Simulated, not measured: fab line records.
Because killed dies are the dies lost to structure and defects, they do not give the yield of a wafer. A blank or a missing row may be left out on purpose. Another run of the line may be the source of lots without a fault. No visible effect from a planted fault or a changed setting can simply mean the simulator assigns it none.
A struck lot beside a sound one    flow n5_finfet    15 steps out of a route of 1938
Sound: these wafers, L544.2, L544.3, L544.6. Struck: wafers L540.3, L540.4, L540.6. The cause is given at the end.
Per side, at each step with rows, come the tool, then ch with its chambers, and then its first start. Under that, the readings that differ: sound wafers    struck wafers    difference of the means    sigmas: that difference in standard deviations of wafers without a fault.
alike: readings with means less than 2 such deviations apart, plus words and numbers identical on both sides. not compared: withheld readings, readings lacking a value on some wafer, bounds such as >300 that could conceal the same value, and numbers that have no deviation in the record and whose values overlap.
The two part at a step that has a row with sigmas, a row that says differs or no value, or rows on one side only. Numbers that don't overlap but have no deviation are shown without sigmas and don't part them. Lack of a reading on every wafer of one side parts them only where that side has two or more wafers.

N5_BEOL_M12_CD_MEAS_10 targets a cd of 140 nm.
  sound on cd_sem-02 ch 0, day 17 00:19; struck on cd_sem-03 ch 0, day 14 21:42
  alike: cd_nm
N5_BEOL_M12_OVL_MEAS_11:
  sound on overlay-01 ch 0, day 17 00:20; struck on overlay-02 ch 0, day 14 21:44
  alike: V11_OVL
N5_BEOL_M12_INSPECT_12: inspects for defects (macro).
  sound on defect_inspect-02 at day 17 00:22; struck on defect_inspect-02 at day 14 21:45
  alike: raw_defect_count
N5_BEOL_M12_DESCUM_15: chemistry O2, time 7.9 s.
  sound on rie_diel-01 ch 0,1,3, day 17 00:24; struck on rie_diel-06 ch 0,2, day 14 21:47
  alike: drypump_motor_current_A, oes_product_au, rf_vpp_V, showerhead_plenum_p_Torr, temp_c, throttle_valve_pct
  not compared: rf_hours_counter_h
N5_BEOL_M12_ETCH_59: etches BARC in N2/H2, target depth 89 nm, overetch 26.7 nm, time 67.9 s.
  sound on rie_diel-01 ch 0,1,3, day 17 00:26; struck on rie_diel-06 ch 0,2, day 14 21:49
  alike: drypump_motor_current_A, oes_product_au, rf_vpp_V, showerhead_plenum_p_Torr, throttle_valve_pct
  not compared: rf_hours_counter_h
N5_BEOL_M12_VIA_ETCH_16: etches SiOC in C4F8/O2/Ar, target depth 724.8 nm.
  sound on rie_diel-01 ch 0,1,3, day 17 00:29; struck on rie_diel-06 ch 0,2, day 14 21:52
  alike: drypump_motor_current_A, oes_product_au, rf_vpp_V, showerhead_plenum_p_Torr, throttle_valve_pct
N5_BEOL_M12_STRIP_63: strips in N2/H2.
  sound on plasma_asher-01 ch 0,1, day 17 00:41; struck on plasma_asher-02 ch 0,1, day 14 22:05
  alike: drypump_motor_current_A, heater_power_w, oes_product_au, strip_time_to_endpoint_s, temp_c
  not compared: rf_hours_counter_h
N5_BEOL_M12_STRIP_64: strips in N2/H2.
  sound on plasma_asher-01 ch 0,1, day 17 00:44; struck on plasma_asher-02 ch 0,1, day 14 22:09
  alike: drypump_motor_current_A, heater_power_w, oes_product_au, strip_time_to_endpoint_s, temp_c
  not compared: rf_hours_counter_h
then, 2 steps without rows for these wafers: N5_BEOL_M12_STRIP_71 (strips in post etch residue remover, time 60 s); N5_BEOL_M12_SRD_72 (time 30 s, dry time 30 s).
N5_BEOL_M12_CD_MEAS_17 targets a cd of 140 nm.
  sound on cd_sem-01 at day 17 00:53; struck on cd_sem-03 at day 14 22:17
  alike: cd_nm
then, 1 step without rows for these wafers: N5_BEOL_M12_COAT_65 (time 60 s, resist thk 300 nm).
N5_BEOL_M12_COAT_66: time 60 s, resist thk 110 nm.
  sound on litho_track-04 ch 0, day 17 00:56; struck on litho_track-01 ch 0, day 14 22:19
reading           sound                 struck                difference  sigmas
plate_temp_C (C)  219.68 219.77 219.84  217.47 217.61 217.57  -2.21       -12
then, 2 steps without rows for these wafers: N5_BEOL_M12_COAT_22 (resist thk 300 nm); N5_PASSIVATION_PROBE_49.

## WHERE THEY PART
Within this record, at N5_BEOL_M12_COAT_66 only.

WHY: what had been put in by the simulator
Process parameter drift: litho_track-01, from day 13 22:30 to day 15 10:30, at N5_BEOL_M12_COAT_66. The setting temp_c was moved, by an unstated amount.
